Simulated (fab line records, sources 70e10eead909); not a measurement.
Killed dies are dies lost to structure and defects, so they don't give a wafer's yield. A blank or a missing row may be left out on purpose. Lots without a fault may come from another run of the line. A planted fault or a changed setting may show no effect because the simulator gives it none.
Which tool did it? | flow nand_harc | 14 lots, 42 wafers sampled, at 4 steps of a route of 1302

WHAT THE GAUGES READ, wafer by wafer
The record holds no reading of a measuring or inspecting step that can be judged against a usual standard deviation.

WHICH TOOL RAN EACH LOT (tool, then ch and the chambers of the sampled wafers, then the start)
lot  | NHARC_P_M2_PVD_20                       | NHARC_P_BONDPAD_ETCH_37            | NHARC_P_BONDPAD_ETCH_24            | NHARC_P_BONDPAD_PRE_CLEAN_26
L646 | pvd_sputter-03, day 6 10:56 or earlier  | rie_diel-04 ch 0,2,3, day 6 10:56  | rie_diel-02 ch 1,2, day 6 11:23    | pvd_sputter-02, no start
L648 | pvd_sputter-02, day 7 07:14 or earlier  | rie_diel-04 ch 0,1,3, day 7 07:14  | rie_diel-13 ch 0,2,3, day 7 07:41  | pvd_sputter-01, no start
L647 | pvd_sputter-02, day 7 08:08 or earlier  | rie_diel-02 ch 0,3, day 7 08:08    | rie_diel-13 ch 0,1,3, day 7 08:37  | pvd_sputter-02, no start
L649 | pvd_sputter-03, day 7 23:52 or earlier  | rie_diel-02 ch 0,2,3, day 7 23:52  | rie_diel-04 ch 1,2,3, day 8 00:19  | pvd_sputter-03, no start
L650 | pvd_sputter-02, day 8 03:41 or earlier  | rie_diel-02 ch 0,1,3, day 8 03:41  | rie_diel-04 ch 1,2, day 8 04:10    | pvd_sputter-02, no start
L652 | pvd_sputter-02, day 9 06:30 or earlier  | rie_diel-02 ch 0,1,3, day 9 06:30  | rie_diel-04 ch 2,3, day 9 06:57    | pvd_sputter-01, no start
L653 | pvd_sputter-01, day 9 19:11 or earlier  | rie_diel-13 ch 0,3, day 9 19:11    | rie_diel-04 ch 0,2,3, day 9 19:38  | pvd_sputter-02, no start
L654 | pvd_sputter-03, day 10 01:22 or earlier | rie_diel-13 ch 0,1,2, day 10 01:22 | rie_diel-04 ch 0,2,3, day 10 01:49 | pvd_sputter-03, no start
L656 | pvd_sputter-03, day 11 05:43 or earlier | rie_diel-02 ch 0,2,3, day 11 05:43 | rie_diel-02 ch 0,2,3, day 11 06:11 | pvd_sputter-03, no start
L659 | pvd_sputter-02, day 11 22:26 or earlier | rie_diel-02 ch 0,1,3, day 11 22:26 | rie_diel-13 ch 0,1,2, day 11 22:53 | pvd_sputter-03, no start
L661 | pvd_sputter-03, day 12 17:49 or earlier | rie_diel-04 ch 0,1,2, day 12 17:49 | rie_diel-02 ch 1,2, day 12 18:16   | pvd_sputter-03, no start
L665 | pvd_sputter-01, day 14 10:40 or earlier | rie_diel-02 ch 0,2,3, day 14 10:40 | rie_diel-13 ch 0,1,3, day 14 11:07 | pvd_sputter-02, no start
L666 | pvd_sputter-01, day 14 21:29 or earlier | rie_diel-13 ch 0,1,2, day 14 21:29 | rie_diel-13 ch 2,3, day 14 21:58   | pvd_sputter-01, no start
L667 | pvd_sputter-03, day 15 12:25 or earlier | rie_diel-02 ch 0,1,3, day 15 12:25 | rie_diel-04 ch 0,1,3, day 15 12:52 | pvd_sputter-02, no start
- NHARC_P_M2_PVD_20: deposits TaN, target thk 5 nm, time 8.06 s.
- NHARC_P_BONDPAD_ETCH_37: etches the open film in N2/H2, target depth 60 nm, overetch 18 nm, time 65.91 s.
- NHARC_P_BONDPAD_ETCH_24: etches the open film in CF4/N2, target depth 30 nm, time 72.99 s.
- NHARC_P_BONDPAD_PRE_CLEAN_26: time 30 s.

WHAT THE TOOLS THEMSELVES READ (means of the sampled wafers that have a number; where no wafer has one, the mark that the record gives instead)
NHARC_P_M2_PVD_20.
lot  | tool           | bias_v (V) | throttle_valve_pct (%)
L646 | pvd_sputter-03 | 167.3      | 30.5
L648 | pvd_sputter-02 | 165.8      | 30.3
L647 | pvd_sputter-02 | 169.0      | 30.2
L649 | pvd_sputter-03 | 168.4      | 29.6
L650 | pvd_sputter-02 | 168.0      | 30.2
L652 | pvd_sputter-02 | 168.9      | 30.6
L653 | pvd_sputter-01 | 168.0      | 29.9
L654 | pvd_sputter-03 | 170.3      | 29.4
L656 | pvd_sputter-03 | 169.3      | 29.5
L659 | pvd_sputter-02 | 167.4      | 30.4
L661 | pvd_sputter-03 | 169.2      | 29.8
L665 | pvd_sputter-01 | 169.2      | 29.3
L666 | pvd_sputter-01 | 170.1      | 29.4
L667 | pvd_sputter-03 | 168.0      | 29.7

NHARC_P_BONDPAD_ETCH_37.
lot  | tool        | drypump_motor_current_A (A) | oes_product_au (a.u.) | rf_vpp_V (V) | run_length_s (s) | showerhead_plenum_p_Torr (Torr) | throttle_valve_pct (%)
L646 | rie_diel-04 | 5.9                         | 1.004                 | 430.8        | 87.1             | 2.06                            | 14.173
L648 | rie_diel-04 | 6.1                         | 1.004                 | 431.7        | 87.4             | 2.11                            | 14.176
L647 | rie_diel-02 | 5.8                         | 1.003                 | 431.8        | 87.4             | 2.08                            | 14.169
L649 | rie_diel-02 | 5.6                         | 0.996                 | 432.5        | 87.4             | 2.11                            | 14.174
L650 | rie_diel-02 | 5.6                         | 0.998                 | 430.8        | 87.0             | 2.07                            | 14.167
L652 | rie_diel-02 | 5.6                         | 0.996                 | 431.2        | 87.2             | 2.07                            | 14.169
L653 | rie_diel-13 | 6.0                         | 0.998                 | 432.0        | 87.4             | 2.09                            | 14.164
L654 | rie_diel-13 | 5.5                         | 0.984                 | 430.6        | 87.3             | 2.06                            | 14.175
L656 | rie_diel-02 | 5.6                         | 1.009                 | 432.0        | 87.4             | 2.11                            | 14.168
L659 | rie_diel-02 | 5.6                         | 0.993                 | 430.8        | 87.3             | 2.07                            | 14.169
L661 | rie_diel-04 | 5.8                         | 1.000                 | 431.9        | 87.1             | 2.08                            | 14.171
L665 | rie_diel-02 | 5.6                         | 1.003                 | 432.3        | 87.7             | 2.11                            | 14.171
L666 | rie_diel-13 | 5.6                         | 0.990                 | 430.6        | 87.4             | 2.06                            | 14.174
L667 | rie_diel-02 | 5.6                         | 0.998                 | 431.1        | 87.4             | 2.07                            | 14.170

NHARC_P_BONDPAD_ETCH_24.
lot  | tool        | drypump_motor_current_A (A) | oes_product_au (a.u.) | rf_vpp_V (V) | run_length_s (s) | showerhead_plenum_p_Torr (Torr) | throttle_valve_pct (%)
L646 | rie_diel-02 | 5.6                         | 1.004                 | 315.9        | 94.5             | 2.74                            | 19.800
L648 | rie_diel-13 | 5.8                         | 1.001                 | 315.0        | 94.6             | 2.68                            | 19.791
L647 | rie_diel-13 | 5.7                         | 0.998                 | 314.1        | 94.6             | 2.66                            | 19.795
L649 | rie_diel-04 | 5.8                         | 0.987                 | 315.4        | 94.4             | 2.69                            | 19.794
L650 | rie_diel-04 | 5.7                         | 0.995                 | 315.0        | 94.1             | 2.71                            | 19.801
L652 | rie_diel-04 | 5.8                         | 0.998                 | 314.4        | 94.6             | 2.67                            | 19.790
L653 | rie_diel-04 | 5.9                         | 0.989                 | 315.1        | 94.2             | 2.65                            | 19.798
L654 | rie_diel-04 | 5.9                         | 0.988                 | 314.6        | 94.2             | 2.65                            | 19.791
L656 | rie_diel-02 | 5.6                         | 1.000                 | 315.5        | 94.6             | 2.71                            | 19.795
L659 | rie_diel-13 | 5.6                         | 0.980                 | 315.2        | 94.7             | 2.65                            | 19.792
L661 | rie_diel-02 | 5.7                         | 1.000                 | 314.6        | 94.5             | 2.68                            | 19.803
L665 | rie_diel-13 | 5.7                         | 0.987                 | 315.2        | 73.3             | 2.66                            | 19.790
L666 | rie_diel-13 | 5.9                         | 0.989                 | 316.4        | 73.1             | 2.79                            | 19.800
L667 | rie_diel-04 | 6.0                         | 0.999                 | 314.8        | 94.4             | 2.70                            | 19.795

NHARC_P_BONDPAD_PRE_CLEAN_26.
lot  | tool           | heater_power_w (W)
L646 | pvd_sputter-02 | 356
L648 | pvd_sputter-01 | 392
L647 | pvd_sputter-02 | 337
L649 | pvd_sputter-03 | 447
L650 | pvd_sputter-02 | 349
L652 | pvd_sputter-01 | 415
L653 | pvd_sputter-02 | 346
L654 | pvd_sputter-03 | 402
L656 | pvd_sputter-03 | 447
L659 | pvd_sputter-03 | 458
L661 | pvd_sputter-03 | 459
L665 | pvd_sputter-02 | 347
L666 | pvd_sputter-01 | 389
L667 | pvd_sputter-02 | 364

THE ANSWER, worked out from the rows above alone
Rule: what is usual is taken from the lots themselves. Put in order of their means at a reading, lots are off if they are a third of the lots or fewer, leave a main group of 4 or more, and stand apart from it by a gap of 3 or more times the standard deviation of the main group's means; of several such gaps the widest counts. A main group whose means are all the same, to the digits that the tables above print for the reading, isn't used. A lot without any number at a reading at which 4 lots or more have one is off too. The other lots that the step has rows for count as sound. The gauges are gone through in route order, then the tools' own readings, and for those a lot's mean is taken as printed above. The first step at which some lot is off is used, and at that step the reading that is off furthest; a lot without a number counts as furthest.
Off: L665, L666, at NHARC_P_BONDPAD_ETCH_24 (run_length_s). The main group: mean 94.5 s, standard deviation 0.18.
A tool fits if, at that step or a process step before it, it ran every lot that is off, and no sound lot after the first of them. NHARC_P_M2_PVD_20 gives no start for some lots, so the hours and the order of its lots are those of NHARC_P_BONDPAD_ETCH_37. Can't be told from this: 2 tools fit, pvd_sputter-01 at NHARC_P_M2_PVD_20, rie_diel-13 at NHARC_P_BONDPAD_ETCH_24.

WHAT THE SIMULATOR HAD PUT IN
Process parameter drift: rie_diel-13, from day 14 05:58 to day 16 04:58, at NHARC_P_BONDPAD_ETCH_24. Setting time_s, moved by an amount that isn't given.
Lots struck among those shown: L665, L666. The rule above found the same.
